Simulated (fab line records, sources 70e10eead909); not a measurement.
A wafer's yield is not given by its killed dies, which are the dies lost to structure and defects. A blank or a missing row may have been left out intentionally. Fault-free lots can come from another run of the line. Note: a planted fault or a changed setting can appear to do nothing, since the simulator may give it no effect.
fab line records	flow nand-harc
[record] lots = 7	wafers = 21	last-day = 24
route steps=1159 shown P_M0@262 END@1159
lots with no fault: from the same line, run without faults
start-h: the number of hours between the record's first day and the start of the first shown wafer of the lot	wait-h: time in hours since the lot's previous step	" as in the row above	L1.1+2: a row that stands for several wafers	- either no value or no given start	* or withheld: withheld	< > ~ a bound
route shown NAME@n: names a module that has steps shown in the file, with the first one's number in the route	usual: the fault-free wafers' mean and standard deviation	same: alike in all rows	chamber/n: place in a boat	sites: readings site by site	_std_site: the values' standard deviation	_edge_site: mean of outer sites minus mean of inner sites	radius-mm: how far each site lies from the wafer's centre	mask NAME#n: copy n	behind: the tool/chamber that last shaped the wafer	hold: why the lot went on hold/how many hours it stayed there/how the hold came to an end	device: which transistor (n, p or np) failed to switch	end of line: the route-end tests of the same wafers	a step given without rows: its recipe and nothing more	killed: count of dies lost to structure and defects at first sort (not the wafer's yield)	map: dies across one wafer; x = killed, . = not, _ = none there
set.NAME: the run value of the setting; set.NAME@STEP: its run value at that earlier step	model.NAME: the simulator's own value behind a step, which no gauge read
lots at some steps of the route; a table a step, a row a wafer
services: when a tool's chamber went out of use (start-h, in hours from the record's first day, below 0 if earlier), for how many hours, and the reason
[[steps]]
[step NHARC_P_M0_DEVELOP_08]
[recipe] develop-time-s = 35	dev-temp-c = 23
[step NHARC_P_M0_CD_MEAS_09]
[recipe] target-cd-nm = 90	landing-energy-ev = 500
[usual] cd-nm = 90.0/0.69
lot.wafer	tool	chamber	start-h	wait-h	cd-nm
L632.1	cd-sem-03	0	144.50	-	90.4
L632.2	"	0	"	"	89.9
L632.6	"	0	"	"	90.2
L633.1	cd-sem-03	0	151.53	-	89.9
L633.3	"	0	"	"	90.6
L633.4	"	0	"	"	90.8
L634.1	cd-sem-01	0	161.89	-	90.1
L634.5	"	0	"	"	89.1
L634.6	"	0	"	"	90.9
L641.4	cd-sem-02	0	218.10	-	88.4
L641.5	"	0	"	"	90.0
L641.6	"	0	"	"	89.8
L644.2	cd-sem-01	0	219.02	-	89.6
L644.4	"	0	"	"	90.3
L644.5	"	0	"	"	89.8
L645.2	cd-sem-01	0	227.60	-	90.0
L645.4	"	0	"	"	89.4
L645.5	"	0	"	"	89.6
L649.3	cd-sem-01	0	245.38	-	90.2
L649.4	"	0	"	"	89.8
L649.5	"	0	"	"	90.0
[step NHARC_P_M0_OVL_MEAS_10]
[recipe] pitch-nm = 180
[usual] overlay-x-nm = 0.1/0.61	overlay-y-nm = 0.0/0.81
lot.wafer	tool	chamber	start-h	wait-h	overlay-x-nm	overlay-y-nm
L632.1	overlay-01	-	144.59	-	-0.9	0.4
L632.2	"	-	"	"	-1.0	-0.1
L632.6	"	-	"	"	-0.4	0.3
L633.1	overlay-02	-	151.62	-	-0.3	0.5
L633.3	"	-	"	"	0.0	0.0
L633.4	"	-	"	"	0.1	0.4
L634.1	overlay-01	-	161.98	-	0.8	-0.1
L634.5	"	-	"	"	-0.1	-0.6
L634.6	"	-	"	"	-0.3	0.0
L641.4	overlay-01	-	218.18	-	-0.5	-0.5
L641.5	"	-	"	"	-0.5	-0.2
L641.6	"	-	"	"	0.1	-0.4
L644.2	overlay-02	-	219.11	-	-0.4	0.6
L644.4	"	-	"	"	0.3	0.8
L644.5	"	-	"	"	0.0	0.6
L645.2	overlay-02	-	227.69	-	0.4	0.7
L645.4	"	-	"	"	-0.3	0.9
L645.5	"	-	"	"	0.8	1.1
L649.3	overlay-01	-	245.47	-	0.2	1.4
L649.4	"	-	"	"	0.3	1.0
L649.5	"	-	"	"	-0.2	1.1
[step NHARC_P_M0_INSPECT_11]
[usual] raw-defect-count = 3.8/2.5
lot.wafer	tool	chamber	start-h	wait-h	raw-defect-count
L632.1	defect-inspect-01	-	144.63	0.0	6
L632.2	"	-	"	"	6
L632.6	"	-	"	"	11
L633.1	defect-inspect-02	-	151.66	0.0	3
L633.3	"	-	"	"	2
L633.4	"	-	"	"	8
L634.1	defect-inspect-02	-	162.03	0.1	5
L634.5	"	-	"	"	2
L634.6	"	-	"	"	1
L641.4	defect-inspect-01	-	218.22	0.0	2
L641.5	"	-	"	"	3
L641.6	"	-	"	"	2
L644.2	defect-inspect-01	-	219.15	0.0	6
L644.4	"	-	"	"	4
L644.5	"	-	"	"	6
L645.2	defect-inspect-01	-	227.73	0.0	4
L645.4	"	-	"	"	3
L645.5	"	-	"	"	2
L649.3	defect-inspect-01	-	245.50	0.0	5
L649.4	"	-	"	"	1
L649.5	"	-	"	"	4
[step NHARC_P_M0_DESCUM_14]
[recipe] time-s = 3	o2-flow-sccm = 200	ar-flow-sccm = 0	bias-power-w = 0	chemistry = O2
[usual] chamber-pressure-mTorr = 60.00/0.056	drypump-motor-current-A = 5.8/0.5	mfc-ar-sccm = 0.011/0.01	oes-product-au = 1.000/0.012	rf-vpp-V = 57.8/0.92	showerhead-plenum-p-Torr = 1.93/0.07	throttle-valve-pct = 11.312/0.01
lot.wafer	tool	chamber	start-h	wait-h	chamber-pressure-mTorr	drypump-motor-current-A	mfc-ar-sccm	oes-product-au	rf-hours-counter-h	rf-vpp-V	showerhead-plenum-p-Torr	throttle-valve-pct
L632.1	rie-diel-13	1	144.69	0.1	60.06	5.7	0.005	1.007	3	57.2	2.01	11.315
L632.2	"	3	"	"	60.09	4.6	0	0.973	2	57.6	1.96	11.328
L632.6	"	2	"	"	60.03	5.8	0.030	0.987	-	57.4	1.90	11.323
L633.3	rie-diel-06	2	151.72	0.1	60.02	5.7	0.008	0.996	5	56.3	1.85	11.316
L633.1	"	0	"	"	59.92	6.2	0	0.997	5	59.6	2.03	11.310
L633.4	"	1	"	"	59.96	6.5	0.013	1.011	5	57.7	1.88	11.329
L634.1	rie-diel-01	0	162.09	0.1	59.93	6.2	0	1.020	1	57.2	1.84	11.321
L634.6	"	0	"	"	59.97	6.2	0	1.029	-	55.9	1.84	11.303
L634.5	"	1	"	"	60.01	4.8	0	0.998	-	57.3	2.01	11.327
L641.4	rie-diel-06	1	218.28	0.1	59.93	6.5	0.013	1.017	9	57.0	1.87	11.322
L641.6	"	0	"	"	60.01	6.3	0	1.007	-	57.4	2.03	11.293
L641.5	"	1	"	"	59.97	6.5	0.013	1.014	-	57.8	1.87	11.322
L644.2	rie-diel-13	0	219.22	0.1	60.06	5.8	0.020	0.983	8	56.5	1.89	11.315
L644.4	"	1	"	"	59.99	5.7	0.005	1.007	9	58.6	2.01	11.309
L644.5	"	3	"	"	60.00	4.7	0	1.005	-	57.9	1.96	11.304
L645.4	rie-diel-06	2	227.81	0.1	60.06	5.6	0.008	0.982	10	56.9	1.85	11.311
L645.2	"	3	"	"	60.02	5.5	0.021	1.003	11	57.2	1.96	11.312
L645.5	"	1	"	"	60.01	6.5	0.013	1.017	-	58.0	1.87	11.311
L649.4	rie-diel-13	1	245.56	0.1	59.92	5.7	0.005	1.013	11	58.6	2.00	11.324
L649.3	"	0	"	"	60.07	5.7	0.020	0.984	10	56.2	1.89	11.305
L649.5	"	1	"	"	59.91	5.7	0.005	0.998	-	57.4	2.01	11.300
[step NHARC_P_M0_ETCH_34]
[recipe] target-depth-a = 400	overetch-a = 120	time-s = 43.94	ion-energy-ev = 200	n2-flow-sccm = 150	h2-flow-sccm = 150	ar-flow-sccm = 0	rf-w = 400	bias-w = 150	chemistry = N2/H2
[step NHARC_P_M0_ETCH_15]
[recipe] target-depth-a = 1500	overetch-a = 150	time-s = 82.5	c4f8-flow-sccm = withheld	ar-flow-sccm = 400	rf-w = 600	bias-w = 300	chemistry = C4F8/Ar
[step NHARC_P_M0_CD_MEAS_16]
[usual] cd-nm = 89.9/1
lot.wafer	tool	chamber	start-h	wait-h	cd-nm
L632.1	cd-sem-03	-	144.99	-	90.5
L632.2	"	-	"	"	91.4
L632.6	"	-	"	"	89.2
L633.1	cd-sem-02	-	152.02	-	89.5
L633.3	"	-	"	"	90.6
L633.4	"	-	"	"	90.2
L634.1	cd-sem-02	-	162.39	-	90.1
L634.5	"	-	"	"	89.8
L634.6	"	-	"	"	91.5
L641.4	cd-sem-01	-	218.58	-	88.3
L641.5	"	-	"	"	90.0
L641.6	"	-	"	"	88.6
L644.2	cd-sem-02	-	219.51	-	88.4
L644.4	"	-	"	"	90.0
L644.5	"	-	"	"	90.7
L645.2	cd-sem-03	-	228.09	-	90.4
L645.4	"	-	"	"	90.1
L645.5	"	-	"	"	90.4
L649.3	cd-sem-01	-	245.87	-	89.3
L649.4	"	-	"	"	89.1
L649.5	"	-	"	"	90.5
[step NHARC_P_M0_STRIP_18]
[recipe] power-w = 1000	n2-flow-sccm = 150	h2-flow-sccm = 150	ar-flow-sccm = 0	bias-w = 0	chemistry = N2/H2
[usual] chamber-pressure-mTorr = 30.000/0.027	drypump-motor-current-A = 5.7/0.53	mfc-ar-sccm = 0.011/0.011	oes-product-au = 1.000/0.012	rf-vpp-V = 90.8/0.88	showerhead-plenum-p-Torr = 2.06/0.083	throttle-valve-pct = 14.171/0.0092
lot.wafer	tool	chamber	start-h	wait-h	chamber-pressure-mTorr	drypump-motor-current-A	mfc-ar-sccm	oes-product-au	rf-hours-counter-h	rf-vpp-V	showerhead-plenum-p-Torr	throttle-valve-pct
L632.2	rie-diel-06	3	145.12	0.1	30.019	5.5	0.021	1.010	5	90.3	2.09	14.177
L632.1	"	0	"	"	30.012	6.2	0	0.992	5	90.7	2.17	14.172
L632.6	"	1	"	"	29.957	6.5	0.013	1.011	-	90.8	2.00	14.193
L633.3	rie-diel-06	1	152.09	0.1	29.980	6.5	0.013	1.012	5	90.9	2.00	14.169
L633.1	"	2	"	"	29.997	5.7	0.008	0.984	5	90.7	1.97	14.159
L633.4	"	0	"	"	30.048	6.3	0	0.997	5	92.3	2.17	14.189
L634.1	rie-diel-06	0	162.49	0.1	30.035	6.3	0	0.997	5	92.4	2.17	14.176
L634.6	"	3	"	"	29.961	5.5	0.021	1.012	-	91.4	2.09	14.172
L634.5	"	0	"	"	29.972	6.2	0	0.992	-	89.8	2.17	14.177
L641.4	rie-diel-01	2	218.73	0.1	30.027	5.5	0.027	0.990	5	90.0	1.90	14.180
L641.5	"	3	"	"	30.021	6.2	0	0.988	-	90.9	2.17	14.176
L641.6	"	0	"	"	29.986	6.2	0	1.020	-	89.6	1.96	14.180
L644.4	rie-diel-06	3	219.58	0.1	29.980	5.5	0.021	1.005	10	89.8	2.09	14.176
L644.2	"	1	"	"	30.003	6.5	0.013	1.006	9	91.8	2.00	14.174
L644.5	"	0	"	"	30.006	6.2	0	0.998	-	92.9	2.17	14.156
L645.2	rie-diel-13	1	228.17	0.1	30.054	5.7	0.005	0.999	10	91.3	2.14	14.162
L645.4	"	2	"	"	30.022	5.8	0.030	1.009	9	90.2	2.02	14.172
L645.5	"	2	"	"	29.990	5.8	0.030	1.015	-	90.9	2.02	14.168
L649.4	rie-diel-01	3	245.94	0.1	29.980	6.2	0	0.986	7	91.2	2.17	14.172
L649.3	"	1	"	"	30.003	4.8	0	0.995	8	91.2	2.15	14.169
L649.5	"	3	"	"	30.043	6.3	0	0.975	-	90.7	2.17	14.178
[step NHARC_P_M0_STRIP_19]
[recipe] time-s = 600	temp-c = 30	chemistry = post-etch-residue-remover
[step NHARC_P_M0_DEGAS_28]
[recipe] temp-c = 250	time-s = 60
[usual] heater-power-w = 309/24
lot.wafer	tool	chamber	start-h	wait-h	heater-power-w
L632.1	pvd-sputter-02	-	145.62	-	304
L632.2	"	-	"	"	295
L632.6	"	-	"	"	346
L633.1	pvd-sputter-01	-	152.63	-	316
L633.4	"	-	"	"	291
L633.3	"	-	"	"	277
L634.1	pvd-sputter-02	-	163.01	-	354
L634.6	"	-	"	"	306
L634.5	"	-	"	"	344
L641.4	pvd-sputter-01	-	219.32	-	276
L641.6	"	-	"	"	279
L641.5	"	-	"	"	292
L644.2	pvd-sputter-01	-	220.13	-	323
L644.4	"	-	"	"	302
L644.5	"	-	"	"	326
L645.4	pvd-sputter-02	-	228.71	-	273
L645.2	"	-	"	"	339
L645.5	"	-	"	"	338
L649.3	pvd-sputter-03	-	246.49	-	320
L649.4	"	-	"	"	260
L649.5	"	-	"	"	258
[step NHARC_P_M0_PRE_CLEAN_29]
[recipe] time-s = 30	temp-c = 280	gas = H2/He
[usual] heater-power-w = 379/30
lot.wafer	tool	chamber	start-h	wait-h	heater-power-w
L632.1	pvd-sputter-02	-	-	-	416
L632.2	"	-	"	"	442
L632.6	"	-	"	"	372
L633.3	pvd-sputter-01	-	-	-	390
L633.4	"	-	"	"	358
L633.1	"	-	"	"	348
L634.1	pvd-sputter-02	-	-	-	356
L634.5	"	-	"	"	415
L634.6	"	-	"	"	373
L641.4	pvd-sputter-01	-	-	-	368
L641.5	"	-	"	"	374
L641.6	"	-	"	"	346
L644.2	pvd-sputter-01	-	-	-	349
L644.4	"	-	"	"	397
L644.5	"	-	"	"	371
L645.2	pvd-sputter-02	-	-	-	336
L645.4	"	-	"	"	406
L645.5	"	-	"	"	437
L649.4	pvd-sputter-03	-	-	-	386
L649.3	"	-	"	"	406
L649.5	"	-	"	"	320
[step NHARC_P_M0_PVD_20]
[recipe] target-thk-a = 50	bias-v = 168.6	power-w = 15000	chamber-pressure-pa = 0.12	time-s = 8.06	substrate-temp-c = 50	material = TaN
[usual] throttle-valve-pct = 30.3/0.82
lot.wafer	tool	chamber	start-h	wait-h	throttle-valve-pct
L632.1	pvd-sputter-02	-	145.74	-	30.0
L632.2	"	-	"	"	31.6
L632.6	"	-	"	"	30.5
L633.1	pvd-sputter-01	-	152.76	-	29.6
L633.4	"	-	"	"	30.9
L633.3	"	-	"	"	31.3
L633.1	pvd-sputter-01	-	153.13	-	29.5
L633.4	"	-	"	"	31.3
L633.3	"	-	"	"	31.2
L634.1	pvd-sputter-02	-	163.13	-	29.9
L634.6	"	-	"	"	30.3
L634.5	"	-	"	"	30.2
L634.1	pvd-sputter-02	-	163.40	-	30.1
L634.6	"	-	"	"	30.7
L634.5	"	-	"	"	30.3
L641.4	pvd-sputter-01	-	219.68	-	31.2
L641.5	"	-	"	"	30.8
L641.6	"	-	"	"	31.4
L641.4	pvd-sputter-01	-	220.01	-	31.2
L641.5	"	-	"	"	30.4
L641.6	"	-	"	"	31.2
L644.2	pvd-sputter-01	-	220.24	-	31.0
L644.4	"	-	"	"	29.3
L644.5	"	-	"	"	31.1
L645.4	pvd-sputter-02	-	228.95	-	30.2
L645.2	"	-	"	"	30.2
L645.5	"	-	"	"	29.9
L649.4	pvd-sputter-03	-	246.60	-	31.3
L649.3	"	-	"	"	27.6
L649.5	"	-	"	"	29.1
[step NHARC_P_M0_PVD_21]
[recipe] target-thk-a = 300	chamber-pressure-pa = 5	power-w = 5000	substrate-temp-c = 30	time-s = 20.49	material = Cu
[usual] throttle-valve-pct = 30.3/0.79
lot.wafer	tool	chamber	start-h	wait-h	throttle-valve-pct
L632.1	pvd-sputter-02	-	-	-	30.4
L632.2	"	-	"	"	30.5
L632.6	"	-	"	"	30.4
L633.3	pvd-sputter-01	-	-	-	29.4
L633.1	"	-	"	"	31.0
L633.4	"	-	"	"	31.2
L634.1	pvd-sputter-02	-	-	-	30.1
L634.5	"	-	"	"	30.6
L634.6	"	-	"	"	30.2
L641.4	pvd-sputter-01	-	-	-	30.4
L641.5	"	-	"	"	30.1
L641.6	"	-	"	"	29.5
L644.2	pvd-sputter-01	-	-	-	31.1
L644.4	"	-	"	"	29.3
L644.5	"	-	"	"	30.4
L645.4	pvd-sputter-02	-	-	-	30.0
L645.2	"	-	"	"	31.0
L645.5	"	-	"	"	30.2
L649.4	pvd-sputter-03	-	-	-	27.8
L649.3	"	-	"	"	28.4
L649.5	"	-	"	"	31.2
[step NHARC_END_SORT_01]
[recipe] temp-c = 25
[usual] defect-limited-yield = 95.1/1.6	killed-at-array = 29/11	killed-at-other = 0.6/1	killed-at-periphery = 3.1/2.1	killed-dies = 33/11	killed-open = 3.1/1.9	killed-short = 1.9/1.5	sort_bin_2_pct = 1.5/0.66	sort_bin_3_pct = 0.29/0.23	sort_bin_4_pct = 3.1/0.98	sort-n-pass = 644/11	sort-rim-yield-pct = 96.9/2.3	sort-yield-pct = 95.1/1.6
[same] gross-dies = 677	sort_bin_5_pct[%] = 0	sort_bin_6_pct[%] = 0	sort_bin_7_pct[%] = 0	sort_bin_8_pct[%] = 0	sort-rim-n-gross = 106.00
lot.wafer	tool	chamber	start-h	wait-h	defect-limited-yield[%]	killed-at-array	killed-at-other	killed-at-periphery	killed-dies	killed-open	killed-short	sort_bin_2_pct[%]	sort_bin_3_pct[%]	sort_bin_4_pct[%]	sort-n-pass	sort-rim-yield-pct[%]	sort-yield-pct[%]
L632.1	prober-02	0	471.44	2.5	97.3	14	0	4	18	3	0	1.0	0	1.6	659	95.3	97.3
L632.2	prober-02	0	472.23	2.8	96.8	16	0	6	22	4	3	1.2	0	2.1	655	99.1	96.8
L632.6	prober-02	0	475.40	4.0	96.3	17	0	8	25	2	0	1.0	0.15	2.5	652	96.2	96.3
L633.1	prober-01	0	471.48	2.5	94.5	33	1	3	37	8	2	1.6	0.30	3.5	640	97.2	94.5
L633.3	prober-01	0	473.12	3.2	96.2	24	0	2	26	0	1	1.2	0	2.7	651	97.2	96.2
L633.4	prober-01	0	473.94	3.5	95.9	19	1	8	28	4	1	1.0	0	3.1	649	96.2	95.9
L634.1	prober-02	0	494.19	2.5	95.6	25	0	5	30	3	4	1.5	0.15	2.8	647	96.2	95.6
L634.5	prober-02	0	497.42	3.7	96.3	22	0	3	25	1	3	1.5	0.44	1.8	652	98.1	96.3
L634.6	prober-02	0	498.23	4.0	95.9	24	0	4	28	1	3	1.2	0.30	2.7	649	99.1	95.9
L644.2	prober-02	0	532.16	2.8	96.2	20	2	4	26	4	1	1.0	0.30	2.5	651	94.3	96.2
L644.4	prober-02	0	533.76	3.4	96.3	21	0	4	25	4	0	1.0	0	2.7	652	100.0	96.3
L644.5	prober-02	0	534.56	3.7	96.2	21	1	4	26	4	0	0.7	0.15	3.0	651	93.4	96.2
L641.4	prober-01	0	540.80	3.4	94.1	37	0	3	40	2	0	2.1	0.59	3.2	637	100.0	94.1
L641.5	prober-01	0	541.60	3.7	92.2	52	0	1	53	0	2	2.8	0.89	4.1	624	96.2	92.2
L641.6	prober-01	0	542.39	4.0	91.9	53	0	2	55	3	2	3.1	0.44	4.6	622	97.2	91.9
L645.2	prober-01	0	554.71	2.8	91.3	54	2	3	59	3	1	2.7	1.18	4.9	618	95.3	91.3
L645.4	prober-01	0	556.29	3.4	93.8	39	1	2	42	1	1	2.8	0.30	3.1	635	96.2	93.8
L645.5	prober-01	0	557.08	3.7	92.3	47	4	1	52	1	1	2.2	0.44	5.0	625	95.3	92.3
L649.3	prober-02	0	574.55	3.1	93.5	43	0	1	44	4	4	1.9	0.30	4.3	633	91.5	93.5
L649.4	prober-02	0	575.35	3.4	92.6	48	0	2	50	4	4	2.2	0.30	4.9	627	97.2	92.6
L649.5	prober-02	0	576.15	3.7	93.1	45	0	2	47	4	2	1.3	0.44	5.2	630	94.3	93.1
// killed by level:class
L632.1 A_SLIT:chamber-film-flake=7 A_CHANNEL_HOLE_D1:chamber-film-flake=3 P_STI:chamber-film-flake=2 A_CONTACT:chamber-film-flake=2 P_M0:geometric-particle:open=1 A_ONON_D1:geometric-particle:open=1 A_CONTACT:geometric-particle:open=1 P_ZERO_WELL:chamber-film-flake=1
L633.1 A_SLIT:chamber-film-flake=14 A_CONTACT:chamber-film-flake=3 A_CHANNEL_HOLE_D1:chamber-film-flake=2 A_M0:chamber-film-flake=2 P_CONTACT:geometric-particle:open=1 P_M1:geometric-particle:open=1 A_SOURCE_PLATE:geometric-particle:open=1 A_ONON_D1:geometric-particle:open=1
L632.2 A_SLIT:chamber-film-flake=5 P_STI:chamber-film-flake=3 A_CHANNEL_HOLE_D1:chamber-film-flake=3 A_STAIRCASE:chamber-film-flake=2 P_STI:geometric-particle:open=1 P_GATE:geometric-particle:short=1 A_ONON_D1:geometric-particle:open=1 A_CHANNEL_HOLE_D1:geometric-particle:open=1
L633.3 A_SLIT:chamber-film-flake=14 A_STAIRCASE:chamber-film-flake=3 A_CHANNEL_HOLE_D1:chamber-film-flake=2 A_WL_FILL:chamber-film-flake=2 A_M0:chamber-film-flake=2 P_CONTACT:geometric-particle:short=1 P_ZERO_WELL:chamber-film-flake=1 A_CONTACT:chamber-film-flake=1
L633.4 A_SLIT:chamber-film-flake=6 A_CHANNEL_HOLE_D1:chamber-film-flake=4 P_STI:chamber-film-flake=3 A_CONTACT:chamber-film-flake=3 P_ZERO_WELL:chamber-film-flake=2 A_M0:chamber-film-flake=2 P_GATE:geometric-particle:open=1 P_M1:geometric-particle:open=1
L632.6 A_SLIT:chamber-film-flake=13 P_ZERO_WELL:chamber-film-flake=3 P_STI:chamber-film-flake=3 A_WL_FILL:geometric-particle:open=1 A_M1:geometric-particle:open=1 P_GATE:chamber-film-flake=1 P_CONTACT:chamber-film-flake=1 A_STAIRCASE:chamber-film-flake=1
L634.1 A_CHANNEL_HOLE_D1:chamber-film-flake=15 A_STAIRCASE:chamber-film-flake=3 A_CONTACT:chamber-film-flake=3 P_GATE:geometric-particle:short=1 P_GATE:geometric-particle:open=1 P_CONTACT:geometric-particle:short=1 P_CONTACT:geometric-particle:open=1 A_ONON_D1:geometric-particle:short=1
L634.5 A_CHANNEL_HOLE_D1:chamber-film-flake=12 A_CHANNEL_FILL_D1:chamber-film-flake=3 A_CONTACT:chamber-film-flake=3 P_CONTACT:geometric-particle:short=2 A_STAIRCASE:chamber-film-flake=2 P_M0:geometric-particle:open=1 A_ONON_D1:geometric-particle:short=1 A_WL_FILL:chamber-film-flake=1
L634.6 A_CHANNEL_HOLE_D1:chamber-film-flake=18 A_CONTACT:chamber-film-flake=3 P_CONTACT:geometric-particle:short=2 A_WL_FILL:chamber-film-flake=2 P_CONTACT:geometric-particle:open=1 A_CHANNEL_FILL_D1:geometric-particle:short=1 P_GATE:chamber-film-flake=1
L644.2 A_STAIRCASE:chamber-film-flake=9 A_CHANNEL_HOLE_D1:chamber-film-flake=5 P_STI:chamber-film-flake=2 A_CONTACT:chamber-film-flake=2 P_M1:geometric-particle:open=1 A_CHANNEL_HOLE_D1:geometric-particle:open=1 A_WL_FILL:geometric-particle:short=1 A_M1:geometric-particle:open=1
L644.4 A_STAIRCASE:chamber-film-flake=7 A_WL_FILL:chamber-film-flake=4 A_CHANNEL_HOLE_D1:chamber-film-flake=4 A_CONTACT:chamber-film-flake=3 P_STI:chamber-film-flake=2 P_CONTACT:geometric-particle:open=1 A_ONON_D1:geometric-particle:open=1 A_SGD_CUT:geometric-particle:open=1
L644.5 A_CHANNEL_HOLE_D1:chamber-film-flake=8 A_STAIRCASE:chamber-film-flake=5 P_ZERO_WELL:chamber-film-flake=3 A_CONTACT:chamber-film-flake=3 A_WL_FILL:geometric-particle:open=2 P_M0:geometric-particle:open=1 A_CHANNEL_FILL_D1:geometric-particle:open=1 A_WL_FILL:chamber-film-flake=1
L641.4 A_CHANNEL_HOLE_D1:chamber-film-flake=21 A_SLIT:chamber-film-flake=9 A_STAIRCASE:chamber-film-flake=3 P_CONTACT:geometric-particle:open=2 A_CONTACT:chamber-film-flake=2 A_BLC:chamber-film-flake=2 P_GATE:chamber-film-flake=1
L641.5 A_CHANNEL_HOLE_D1:chamber-film-flake=25 A_SLIT:chamber-film-flake=18 A_CONTACT:chamber-film-flake=5 A_BLC:chamber-film-flake=2 A_ONON_D1:geometric-particle:short=1 A_BLC:geometric-particle:short=1 P_GATE:chamber-film-flake=1
L641.6 A_CHANNEL_HOLE_D1:chamber-film-flake=28 A_SLIT:chamber-film-flake=14 A_CONTACT:chamber-film-flake=7 P_GATE:geometric-particle:open=1 A_CHANNEL_HOLE_D1:geometric-particle:short=1 A_CHANNEL_FILL_D1:geometric-particle:short=1 A_WL_FILL:geometric-particle:open=1 A_CONTACT:geometric-particle:open=1
L645.2 A_CHANNEL_HOLE_D1:chamber-film-flake=23 A_SLIT:chamber-film-flake=16 A_STAIRCASE:chamber-film-flake=7 A_CONTACT:chamber-film-flake=5 P_ZERO_WELL:chamber-film-flake=2 THIN_TSV:chamber-film-flake=2 P_M0:geometric-particle:open=1 A_ONON_D1:geometric-particle:short=1
L645.4 A_CHANNEL_HOLE_D1:chamber-film-flake=16 A_SLIT:chamber-film-flake=13 A_CONTACT:chamber-film-flake=7 A_CONTACT:geometric-particle:open=1 A_CONTACT:geometric-particle:short=1 P_STI:chamber-film-flake=1 P_GATE:chamber-film-flake=1 A_STAIRCASE:chamber-film-flake=1
L645.5 A_CHANNEL_HOLE_D1:chamber-film-flake=24 A_SLIT:chamber-film-flake=13 A_CONTACT:chamber-film-flake=6 THIN_TSV:chamber-film-flake=4 A_STAIRCASE:chamber-film-flake=2 A_CHANNEL_FILL_D1:geometric-particle:short=1 A_BLC:geometric-particle:open=1 P_ZERO_WELL:chamber-film-flake=1
L649.3 A_SLIT:chamber-film-flake=17 A_CHANNEL_HOLE_D1:chamber-film-flake=10 A_STAIRCASE:chamber-film-flake=5 A_CONTACT:chamber-film-flake=3 A_WL_FILL:geometric-particle:short=2 P_M1:geometric-particle:short=1 A_ONON_D1:geometric-particle:open=1 A_CHANNEL_FILL_D1:geometric-particle:short=1
L649.4 A_SLIT:chamber-film-flake=22 A_CHANNEL_HOLE_D1:chamber-film-flake=9 A_STAIRCASE:chamber-film-flake=5 A_CONTACT:chamber-film-flake=3 A_ONON_D1:geometric-particle:short=2 A_M0:geometric-particle:open=2 A_WL_FILL:chamber-film-flake=2 P_M0:geometric-particle:open=1
L649.5 A_SLIT:chamber-film-flake=18 A_CHANNEL_HOLE_D1:chamber-film-flake=7 A_STAIRCASE:chamber-film-flake=6 A_CONTACT:chamber-film-flake=6 A_WL_FILL:chamber-film-flake=2 A_CHANNEL_HOLE_D1:geometric-particle:open=1 A_SGD_CUT:geometric-particle:short=1 A_WL_FILL:geometric-particle:open=1
[[services]]
tool	chamber	start-h	hours	kind
pvd-sputter-01	-	121.60	3.0	repair
rie-diel-06	0	122.20	-	clean
rie-diel-06	1	122.20	-	clean
rie-diel-06	2	122.20	-	clean
rie-diel-06	3	122.20	-	clean
rie-diel-01	1	127.68	7.2	repair
rie-diel-01	-	137.80	9.0	pm
rie-diel-06	0	146.70	-	clean
rie-diel-06	1	146.70	-	clean
rie-diel-06	2	146.70	-	clean
rie-diel-06	3	146.70	-	clean
pvd-sputter-01	-	149.57	1.4	repair
pvd-sputter-02	-	152.70	2.4	repair
pvd-sputter-01	-	158.00	10.0	pm
pvd-sputter-03	-	171.17	48.7	repair
rie-diel-06	0	171.20	-	clean
rie-diel-06	1	171.20	-	clean
rie-diel-06	2	171.20	-	clean
rie-diel-06	3	171.20	-	clean
pvd-sputter-01	-	173.37	2.2	repair
rie-diel-06	0	195.71	-	clean
rie-diel-06	1	195.71	-	clean
pvd-sputter-02	-	214.00	10.0	pm
rie-diel-06	-	241.20	9.0	pm
[[key]]
[first-sign] step = NHARC_P_M0_PVD_20	reading = visit	direction = added
effect none on later readings
met-at NHARC_P_M0_PVD_20
struck-wafers L633.1,L633.3,L633.4,L634.1,L634.5,L634.6,L641.4,L641.5,L641.6
[fault] kind = repeated-step-whole	tool = pvd-sputter-01,pvd-sputter-02,pvd-sputter-03	chamber = -	onset-h = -	steps = NHARC_P_M0_PVD_20	times = 1	scope = struck-lots-only
